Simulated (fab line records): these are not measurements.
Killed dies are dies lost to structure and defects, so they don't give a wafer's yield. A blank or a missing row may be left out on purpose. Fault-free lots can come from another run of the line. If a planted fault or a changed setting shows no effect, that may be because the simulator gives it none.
fab line records	flow nand-harc
record lots=6	wafers=18	last-day=33
route steps=1302 shown A_CHANNEL_HOLE_D1@483 A_CHANNEL_FILL_D1@490 END@1302
lots that met no fault: from a run of the same line without faults
start-h: the number of hours between the record's first day and the start of the first shown wafer of the lot	wait-h: time in hours since the lot's previous step	" same as the row above	L1.1+2: a single row standing in for several wafers	- no value present, or no start provided	* or withheld: withheld	< > ~ a bound
route shown NAME@n: names a module that has steps shown in the file, with the first one's number in the route	usual: average and standard deviation across the fault-free wafers	same: alike in all rows	chamber/n: place in a boat	sites: each site's reading	_std_site: standard deviation of those values	_edge_site: mean of outer sites minus mean of inner sites	radius-mm: for every site, how far away it sits from the centre of the wafer	mask NAME#n: copy n	behind: the most recent tool/chamber to have shaped the wafer	hold: the reason the lot was held/the length of the hold in hours/how it ended	device: the n, p or np transistor that did not switch	end of line: at the end of the route, the tests of the same wafers	a step without rows: its recipe alone	killed: count of dies lost to structure and defects at first sort (not the wafer's yield)	map: a wafer's dies, marking killed ones x, the rest . and places with no die _
set.NAME: the setting the step ran with; set.NAME@STEP: the setting that earlier step ran with	model.NAME: the simulator's own value behind a step, which no gauge read
certain route steps with their lots: each step a table, each wafer a row
services: a tool's chamber out of use, with start hour (start-h, from the record's first day; less than 0 if before it), hours out, and reason
## steps
# step NHARC_A_CHANNEL_HOLE_D1_ETCH_44
# recipe target-depth-a=1400	overetch-a=140	time-s=77	ion-energy-ev=100	cf4-flow-sccm=80	o2-flow-sccm=20	ar-flow-sccm=0	rf-w=300	bias-w=100	chemistry=CF4/O2
# usual drypump-motor-current-A=5.7/0.47	oes-product-au=1.001/0.0094	rf-vpp-V=197.3/1.3	showerhead-plenum-p-Torr=1.31/0.052	throttle-valve-pct=13.397/0.0094
lot.wafer	tool	chamber	start-h	wait-h	drypump-motor-current-A	oes-product-au	rf-hours-counter-h	rf-vpp-V	showerhead-plenum-p-Torr	throttle-valve-pct
L442.2	rie-diel-05	1	211.72	0.1	6.2	0.989	52	195.4	1.24	13.397
L442.1	"	0	"	"	5.6	1.009	57	197.0	1.24	13.399
L442.6	"	0	"	"	5.6	1.018	-	195.9	1.24	13.396
L447.3	rie-diel-01	0	247.90	0.1	5.6	1.000	3	198.5	1.33	13.397
L447.6	"	1	"	"	6.5	1.003	-	197.2	1.27	13.417
L447.5	"	2	"	"	5.1	0.996	-	196.8	1.27	13.412
L446.1	rie-diel-05	0	248.20	0.1	5.6	1.019	2	195.8	1.24	13.391
L446.6	"	2	"	"	5.8	1.015	-	198.7	1.31	13.399
L446.5	"	0	"	"	5.7	1.012	-	196.0	1.24	13.400
L456.1	rie-diel-05	2	348.41	0.1	5.8	1.022	35	196.8	1.31	13.402
L456.2	"	3	"	"	6.0	1.016	21	197.3	1.33	13.390
L456.4	"	1	"	"	6.2	0.988	34	199.6	1.44	13.405
L457.2	rie-diel-01	1	360.57	0.1	6.5	0.997	9	197.0	1.27	13.392
L457.5	"	2	"	"	5.1	0.995	-	197.6	1.26	13.393
L457.6	"	3	"	"	5.3	0.997	-	198.0	1.37	13.408
L461.2	rie-diel-01	3	401.69	0.1	5.3	0.994	1	198.4	1.37	13.410
L461.4	"	1	"	"	6.5	0.985	1	195.2	1.27	13.394
L461.6	"	0	"	"	5.6	0.988	-	198.0	1.33	13.400
# step NHARC_A_CHANNEL_HOLE_D1_STRIP_27
# recipe o2-flow-sccm=500	ar-flow-sccm=0	bias-w=0	chemistry=O2
# usual drypump-motor-current-A=5.7/0.48	oes-product-au=1.001/0.0095	rf-vpp-V=57.6/0.9	showerhead-plenum-p-Torr=3.45/0.13	throttle-valve-pct=17.036/0.0097
lot.wafer	tool	chamber	start-h	wait-h	drypump-motor-current-A	oes-product-au	rf-hours-counter-h	rf-vpp-V	showerhead-plenum-p-Torr	throttle-valve-pct
L442.2	rie-diel-05	1	-	-	6.1	1.001	52	58.2	3.29	17.038
L442.1	"	0	"	"	5.6	1.008	57	56.8	3.30	17.033
L442.6	"	2	"	"	5.8	0.997	-	56.7	3.48	17.035
L447.3	rie-diel-01	2	-	-	5.2	0.995	3	57.9	3.35	17.013
L447.6	"	2	"	"	5.2	0.996	-	57.0	3.35	17.038
L447.5	"	3	"	"	5.2	1.001	-	58.4	3.62	17.034
L446.1	rie-diel-05	0	-	-	5.6	1.008	3	56.9	3.30	17.029
L446.5	"	1	"	"	6.2	0.987	-	57.7	3.81	17.042
L446.6	"	2	"	"	5.8	1.012	-	57.5	3.47	17.039
L456.4	rie-diel-05	2	-	-	5.8	1.022	35	58.4	3.46	17.017
L456.2	"	3	"	"	6.0	1.006	21	58.1	3.51	17.049
L456.1	"	1	"	"	6.2	0.979	34	59.0	3.79	17.033
L457.2	rie-diel-01	0	-	-	5.6	1.001	12	58.6	3.52	17.043
L457.6	"	1	"	"	6.5	0.997	-	58.6	3.36	17.032
L457.5	"	2	"	"	5.2	0.997	-	58.0	3.35	17.038
L461.2	rie-diel-01	1	-	-	6.5	1.009	1	57.2	3.36	17.029
L461.4	"	2	"	"	5.2	1.011	1	56.8	3.35	17.027
L461.6	"	1	"	"	6.5	0.999	-	57.5	3.36	17.035
# step NHARC_A_CHANNEL_HOLE_D1_PRECLEAN_28
# recipe time-s=*	temp-c=50	bath-age-min=0	chemistry=SC1
# step NHARC_A_CHANNEL_HOLE_D1_SRD_29
# step NHARC_A_CHANNEL_HOLE_D1_CD_MEAS_30
# usual cd-nm=90.4/1.2
lot.wafer	tool	chamber	start-h	wait-h	cd-nm
L442.1	cd-sem-02	-	212.64	-	89.8
L442.2	"	-	"	"	91.2
L442.6	"	-	"	"	90.3
L447.3	cd-sem-02	-	248.68	-	90.6
L447.5	"	-	"	"	90.9
L447.6	"	-	"	"	92.4
L446.1	cd-sem-02	-	249.10	-	90.8
L446.5	"	-	"	"	89.5
L446.6	"	-	"	"	87.7
L456.1	cd-sem-01	-	349.20	-	88.3
L456.2	"	-	"	"	89.8
L456.4	"	-	"	"	90.5
L457.2	cd-sem-03	-	361.38	0.1	91.5
L457.5	"	-	"	"	90.3
L457.6	"	-	"	"	89.7
L461.2	cd-sem-01	-	402.48	-	90.4
L461.4	"	-	"	"	92.5
L461.6	"	-	"	"	91.5
# step NHARC_A_CHANNEL_HOLE_D1_XSEM_31
# recipe landing-energy-ev=35000
# usual bot-cd-nm=75.0/1.2	bow-nm=8.63/0.27	tilt-deg=0.06/0.042
lot.wafer	tool	chamber	start-h	wait-h	bot-cd-nm	bow-nm	tilt-deg
L442.1	xsem-01	0	212.72	0.1	72.9	8.63	0.10
L442.2	"	0	"	"	75.4	8.66	0.10
L442.6	"	0	"	"	74.9	8.60	0.10
L447.3	xsem-01	0	248.77	0.1	75.7	8.61	0.04
L447.5	"	0	"	"	77.0	8.64	0.04
L447.6	"	0	"	"	77.7	8.71	0.04
L446.1	xsem-02	0	249.19	0.1	76.0	9.18	0.12
L446.5	"	0	"	"	74.7	9.22	0.12
L446.6	"	0	"	"	72.9	9.17	0.12
L456.1	xsem-02	0	349.29	0.1	73.6	8.63	0.12
L456.2	"	0	"	"	75.5	8.57	0.13
L456.4	"	0	"	"	75.6	8.65	0.12
L457.2	xsem-02	0	361.48	0.1	75.9	8.36	0.08
L457.5	"	0	"	"	74.5	8.35	0.08
L457.6	"	0	"	"	73.9	8.39	0.08
L461.2	xsem-01	0	402.57	0.1	75.5	8.52	0.04
L461.4	"	0	"	"	77.6	8.49	0.04
L461.6	"	0	"	"	75.6	8.58	0.04
# step NHARC_A_CHANNEL_HOLE_D1_INSPECT_40
# usual raw-defect-count=74/27
lot.wafer	tool	chamber	start-h	wait-h	raw-defect-count
L442.1	defect-inspect-01	-	212.82	-	95
L442.2	"	-	"	"	66
L442.6	"	-	"	"	44
L447.3	defect-inspect-02	-	248.86	-	93
L447.5	"	-	"	"	85
L447.6	"	-	"	"	89
L446.1	defect-inspect-01	-	249.29	-	36
L446.5	"	-	"	"	26
L446.6	"	-	"	"	46
L456.1	defect-inspect-02	-	349.39	-	65
L456.2	"	-	"	"	58
L456.4	"	-	"	"	76
L457.2	defect-inspect-02	-	361.57	-	59
L457.5	"	-	"	"	42
L457.6	"	-	"	"	74
L461.2	defect-inspect-01	-	402.66	-	72
L461.4	"	-	"	"	62
L461.6	"	-	"	"	97
# step NHARC_A_CHANNEL_FILL_D1_PRECLEAN_00
# recipe time-s=*	temp-c=50	bath-age-min=0	chemistry=SC1
# step NHARC_A_CHANNEL_FILL_D1_SRD_01
# step NHARC_A_CHANNEL_FILL_D1_ALD_02
# recipe target-thk-a=60	pulse-time-s=10	ald-cycles=60	temp-c=300	material=SiO2
# usual ald-cycles=60/0	heater-power-w=484/29	precursor-pulse-height-rel=1.002/0.021	susceptor-temp-C=299.99/0.17
# same pulse-time-s=10
lot.wafer	tool	chamber	start-h	wait-h	ald-cycles	heater-power-w	precursor-pulse-height-rel	susceptor-temp-C
L442.1	ald-hk-04	2	213.13	0.2	60	474	1.026	299.63
L442.2	"	3	"	"	60	505	1.031	299.98
L442.6	"	2	"	"	60	481	0.986	300.18
L447.3	ald-hk-01	0	249.20	-	60	483	1.007	300.13
L447.5	"	2	"	"	60	513	1.006	300.10
L447.6	"	3	"	"	60	433	0.991	300.13
L446.1	ald-hk-03	2	249.70	-	60	436	0.998	300.18
L446.5	"	3	"	"	60	450	0.958	300.05
L446.6	"	0	"	"	60	490	1.000	300.00
L456.1	ald-hk-03	1	349.66	-	60	473	1.021	299.86
L456.2	"	2	"	"	60	435	1.017	299.98
L456.4	"	3	"	"	60	453	1.002	299.98
L457.2	ald-hk-04	0	361.92	-	60	484	1.009	299.98
L457.5	"	2	"	"	60	465	0.982	299.82
L457.6	"	3	"	"	60	491	0.977	299.93
L461.4	ald-hk-04	2	403.28	-	60	481	0.984	299.95
L461.2	"	3	"	"	60	508	0.997	300.26
L461.6	"	0	"	"	60	479	1.004	300.06
# step NHARC_A_CHANNEL_FILL_D1_ALD_03
# recipe target-thk-a=60	pulse-time-s=60	ald-cycles=58	temp-c=630	pressure-torr=2	material=SiNx
# step NHARC_A_CHANNEL_FILL_D1_ALD_14
# recipe target-thk-a=25	pulse-time-s=10	ald-cycles=25	temp-c=300	material=SiO2
# step NHARC_A_CHANNEL_FILL_D1_ALD_15
# recipe target-thk-a=20	pulse-time-s=60	ald-cycles=19	temp-c=630	pressure-torr=2	material=SiNx
# usual ald-cycles=19/0	precursor-pulse-height-rel=1.000/0.019	susceptor-temp-C=630.0/0.31
# same pulse-time-s=60
lot.wafer	tool	chamber	start-h	wait-h	ald-cycles	precursor-pulse-height-rel	susceptor-temp-C
L442.1	ald-sin-batch-01	0	223.19	-	19	0.975	-
L442.2	"	0	"	"	19	0.998	-
L442.6	"	0	"	"	19	0.987	-
L446.1	ald-sin-batch-02	0	259.19	-	20	1.009	629.6
L446.5	"	0	"	"	20	0.984	629.4
L446.6	"	0	"	"	20	1.002	629.2
L447.3	ald-sin-batch-02	0	259.19	-	20	1.018	629.9
L447.5	"	0	"	"	20	0.989	630.2
L447.6	"	0	"	"	20	0.999	630.0
L456.1	ald-sin-batch-02	0	359.82	-	19	1.002	-
L456.2	"	0	"	"	19	1.023	-
L456.4	"	0	"	"	19	1.016	-
L457.2	ald-sin-batch-03	0	371.89	-	19	0.984	629.9
L457.5	"	0	"	"	19	0.975	630.1
L457.6	"	0	"	"	19	0.996	630.1
L461.2	ald-sin-batch-03	0	413.32	-	19	1.009	629.9
L461.4	"	0	"	"	19	1.007	630.1
L461.6	"	0	"	"	19	0.960	629.8
# step NHARC_A_CHANNEL_FILL_D1_ALD_16
# recipe target-thk-a=15	pulse-time-s=10	ald-cycles=15	temp-c=300	material=SiO2
# usual ald-cycles=15/0	heater-power-w=477/30	precursor-pulse-height-rel=0.997/0.02	susceptor-temp-C=300.00/0.2
# same pulse-time-s=10
lot.wafer	tool	chamber	start-h	wait-h	ald-cycles	heater-power-w	precursor-pulse-height-rel	susceptor-temp-C
L442.1	ald-hk-03	2	225.26	0.1	15	430	0.974	300.33
L442.2	"	3	"	"	15	437	0.996	299.81
L442.6	"	0	"	"	15	485	0.992	300.22
L447.3	ald-hk-03	3	261.25	0.0	15	439	0.979	299.96
L447.5	"	3	"	"	15	447	0.963	300.07
L447.6	"	0	"	"	15	483	0.993	299.90
L446.1	ald-hk-01	0	261.31	0.1	15	487	0.998	299.76
L446.5	"	2	"	"	15	519	0.976	300.02
L446.6	"	3	"	"	15	443	1.020	299.62
L456.4	ald-hk-04	3	362.21	0.4	15	496	1.005	299.80
L456.1	"	0	"	"	15	487	0.978	299.95
L456.2	"	1	"	"	15	479	0.981	300.12
L457.2	ald-hk-04	0	373.99	0.1	15	487	1.004	300.05
L457.6	"	2	"	"	15	492	1.007	299.78
L457.5	"	3	"	"	15	496	1.029	299.66
L461.4	ald-hk-01	2	415.40	0.1	15	497	0.997	-
L461.2	"	3	"	"	15	441	0.965	-
L461.6	"	2	"	"	15	519	0.999	-
# step NHARC_END_SORT_01
# recipe temp-c=25
# usual killed-at-array=49/19	killed-at-other=0.9/1.1	killed-at-periphery=4.0/2.7	killed-dies=54/19	killed-open=3.3/1.8	killed-short=2.6/1.6
# same gross-dies=677
lot.wafer	tool	chamber	start-h	wait-h	killed-at-array	killed-at-other	killed-at-periphery	killed-dies	killed-open	killed-short
L447.3	prober-01	0	608.84	3.1	78	0	6	84	3	0
L447.5	prober-01	0	610.45	3.7	81	1	4	86	6	0
L447.6	prober-01	0	611.26	4.0	92	0	7	99	7	2
# killed by level:class
L447.3 A_CHANNEL_HOLE_D2:chamber-film-flake=37 A_CHANNEL_HOLE_D1:chamber-film-flake=17 A_SLIT:chamber-film-flake=12 A_CONTACT:chamber-film-flake=10 P_ZERO_WELL:chamber-film-flake=2 P_GATE:chamber-film-flake=2 P_M1:geometric-particle:open=1 A_ONON_D1:geometric-particle:open=1
L447.5 A_CHANNEL_HOLE_D2:chamber-film-flake=31 A_CHANNEL_HOLE_D1:chamber-film-flake=18 A_SLIT:chamber-film-flake=18 A_CONTACT:chamber-film-flake=10 P_M0:chamber-film-flake=2 P_CONTACT:geometric-particle:open=1 P_M0:geometric-particle:open=1 A_ONON_D1:geometric-particle:open=1
L447.6 A_CHANNEL_HOLE_D1:chamber-film-flake=32 A_SLIT:chamber-film-flake=27 A_CHANNEL_HOLE_D2:chamber-film-flake=18 A_CONTACT:chamber-film-flake=9 A_CHANNEL_FILL_D2:geometric-particle:open=2 P_CONTACT:geometric-particle:open=1 P_CONTACT:geometric-particle:short=1 P_M0:geometric-particle:open=1
## services
tool	chamber	start-h	hours	kind
rie-diel-05	0	188.97	-	clean
rie-diel-05	1	188.97	-	clean
rie-diel-05	2	188.97	-	clean
rie-diel-05	3	188.97	-	clean
rie-diel-01	-	203.84	9.0	pm
rie-diel-01	0	203.84	9.0	vent-cycle
rie-diel-01	1	203.84	9.0	vent-cycle
rie-diel-01	2	203.84	9.0	vent-cycle
rie-diel-01	3	203.84	9.0	vent-cycle
rie-diel-01	0	212.84	-	clean
rie-diel-01	1	212.84	-	clean
rie-diel-01	2	212.84	-	clean
rie-diel-01	3	212.84	-	clean
rie-diel-05	0	213.58	-	clean
ald-hk-03	-	213.65	10.0	pm
rie-diel-01	-	225.73	0.3	repair
rie-diel-05	-	230.60	9.0	pm
ald-sin-batch-02	-	266.00	26.0	pm
xsem-02	-	298.07	0.2	repair
ald-hk-01	-	298.39	10.0	pm
rie-diel-01	1	334.25	12.9	repair
xsem-01	-	374.00	14.0	pm
rie-diel-01	-	380.84	9.0	pm
rie-diel-05	-	407.60	9.0	pm
## key
first-sign step=NHARC_A_CHANNEL_FILL_D1_ALD_15	reading=ald-cycles	direction=up	sigmas=99+	usual=19	struck=20
effect none on later readings
met-at NHARC_A_CHANNEL_FILL_D1_ALD_15
struck-wafers L446.1,L446.5,L446.6,L447.3,L447.5,L447.6
tester-left-out L446,L447
fault kind=process-parameter-drift	tool=ald-sin-batch-02	chamber=-	onset-h=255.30	steps=NHARC_A_CHANNEL_FILL_D1_ALD_15	channel=ald-cycles	offset=1	shape=step	end-h=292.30	acts-in=these-recipes-only	stated=19
# tester-left-out: of these lots the tester's yield and bins aren't shown, on N5 and GAA mostly nor the transistor test; their killed dies are dies lost to structure and defects alone, not to doping, threshold or leakage, so they don't give the yield
